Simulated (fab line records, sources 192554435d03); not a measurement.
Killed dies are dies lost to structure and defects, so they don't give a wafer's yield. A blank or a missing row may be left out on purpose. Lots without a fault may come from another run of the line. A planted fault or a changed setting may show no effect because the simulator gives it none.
Split-lot experiment | flow n5_finfet | 7 lots, 21 wafers read, on a route of 1938 steps

THE SPLIT
At N5_BEOL_M0_SAQP_COAT_08 (resist thk 90 nm), the setting spin_rpm was moved away from the recipe's 1500 rpm on 6 of the 21 wafers read, by -5.2% to +10.1%. The other wafers ran this setting at the recipe's value.

FROM THE SPLIT TO THE READING: what the file shows between them, 3 steps
- N5_BEOL_M0_SAQP_EBR_10
- N5_BEOL_M0_SAQP_SOFTBAKE_09: time 60 s
- N5_BEOL_M0_SAQP_DESCUM_19: chemistry O2, time 7.9 s

THE READING
CAR-ArF_of_BEOL_M0_SAQP_COAT_08.thk_nm (the simulator's own value, which no gauge read), in nm, at N5_BEOL_M0_SAQP_ETCH_83 (etches SiARC in CF4, target depth 39 nm, time 65 s). The file gives no usual value for it. The 15 wafers here that ran the recipe average 55.2 nm, standard deviation 0.65 nm.

wafer  | tool, chamber at the split | spin_rpm as run, rpm | against the recipe | CAR-ArF_of_BEOL_M0_SAQP_COAT_08.thk_nm, nm | against lot-mates on the recipe
L076.3 | litho_track-05, 0          | 1500                 | recipe             | 55.2                                       | -
L076.4 | litho_track-05, 0          | 1500                 | recipe             | 55                                         | -
L076.5 | litho_track-05, 0          | 1579                 | +5.3%              | 53.2                                       | -1.9
L077.4 | litho_track-05, 0          | 1500                 | recipe             | 55.6                                       | -
L077.5 | litho_track-05, 0          | 1500                 | recipe             | 55.6                                       | -
L077.6 | litho_track-05, 0          | 1500                 | recipe             | 55.6                                       | -
L083.1 | litho_track-05, 0          | 1500                 | recipe             | 55.2                                       | -
L083.5 | litho_track-05, 0          | 1500                 | recipe             | 54.2                                       | -
L083.6 | litho_track-05, 0          | 1422                 | -5.2%              | 56.6                                       | +1.9
L085.1 | litho_track-01, 0          | 1500                 | recipe             | 54                                         | -
L085.2 | litho_track-01, 0          | 1500                 | recipe             | 54                                         | -
L085.4 | litho_track-01, 0          | 1500                 | recipe             | 55.4                                       | -
L088.1 | litho_track-01, 0          | 1500                 | recipe             | 55.8                                       | -
L088.2 | litho_track-01, 0          | 1500                 | recipe             | 55.2                                       | -
L088.3 | litho_track-01, 0          | 1500                 | recipe             | 55.4                                       | -
L090.1 | litho_track-01, 0          | 1617                 | +7.8%              | 52.4                                       | -2.8
L090.2 | litho_track-01, 0          | 1500                 | recipe             | 55.2                                       | -
L090.3 | litho_track-01, 0          | 1617                 | +7.8%              | 52.2                                       | -3.0
L092.1 | litho_track-05, 0          | 1500                 | recipe             | 56.4                                       | -
L092.2 | litho_track-05, 0          | 1652                 | +10.1%             | 51                                         | -5.4
L092.6 | litho_track-05, 0          | 1652                 | +10.1%             | 51.8                                       | -4.6

THE FIT
A straight line over all 21 wafers: CAR-ArF_of_BEOL_M0_SAQP_COAT_08.thk_nm changes by -0.361 nm for each +1% of spin_rpm; r = -0.93; the points scatter about the line by 0.6 nm.
The same after taking each lot's own level away (the mean of its wafers on the recipe; 21 wafers): -0.435 nm for each +1%; r = -0.97; scatter 0.45 nm.
On that fit, the largest move of spin_rpm shifts the reading by 4.4 nm.
The lots' own levels span 54.47 to 56.40 nm, that is 3.0 times the standard deviation above.
So the lot-to-lot level changes the slope: the two fits differ.
Check: with one of the wafers moved furthest among these (+10.1%) left out of the fit, the line predicts -4.06 nm for it against its lot-mates. It came out at -5.4 nm against them.

OTHER SPLITS ON THESE WAFERS
These wafers also went through other splits before the reading. Each is held against what the fit with the lots' levels taken away leaves over:
other split on the same wafers       | wafers away from the commonest value | r with CAR-ArF_of_BEOL_M0_SAQP_COAT_08.thk_nm (lot level and that fit taken away)
N5_MOL_CONTACT_COAG_COAT_77 spin_rpm | 7                                    | -0.17
N5_BEOL_M0_SAQP_COAT_82 spin_rpm     | 8                                    | +0.44

THE WHOLE CHAIN: every reading that the file lists as answering this split, in the file's order
step                      | what it does                                       | reading                                                                                 | change (the file's fit)               | r (the file's)
N5_BEOL_M0_SAQP_COAT_08   | resist thk 90 nm                                   | CAR-ArF_of_BEOL_M0_SAQP_COAT_08.thk_nm (the simulator's own value, which no gauge read) | -0.451 nm for each +1% of the setting | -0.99
N5_BEOL_M0_SAQP_DESCUM_19 | chemistry O2, time 7.9 s                           | CAR-ArF_of_BEOL_M0_SAQP_COAT_08.thk_nm (the simulator's own value, which no gauge read) | -0.436 nm for each +1% of the setting | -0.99
N5_BEOL_M0_SAQP_ETCH_83   | etches SiARC in CF4, target depth 39 nm, time 65 s | CAR-ArF_of_BEOL_M0_SAQP_COAT_08.thk_nm (the simulator's own value, which no gauge read) | -0.427 nm for each +1% of the setting | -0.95

THE FILE'S OWN FIT
CAR-ArF_of_BEOL_M0_SAQP_COAT_08.thk_nm changes by -0.427 nm for each +1% of spin_rpm, r = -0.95.
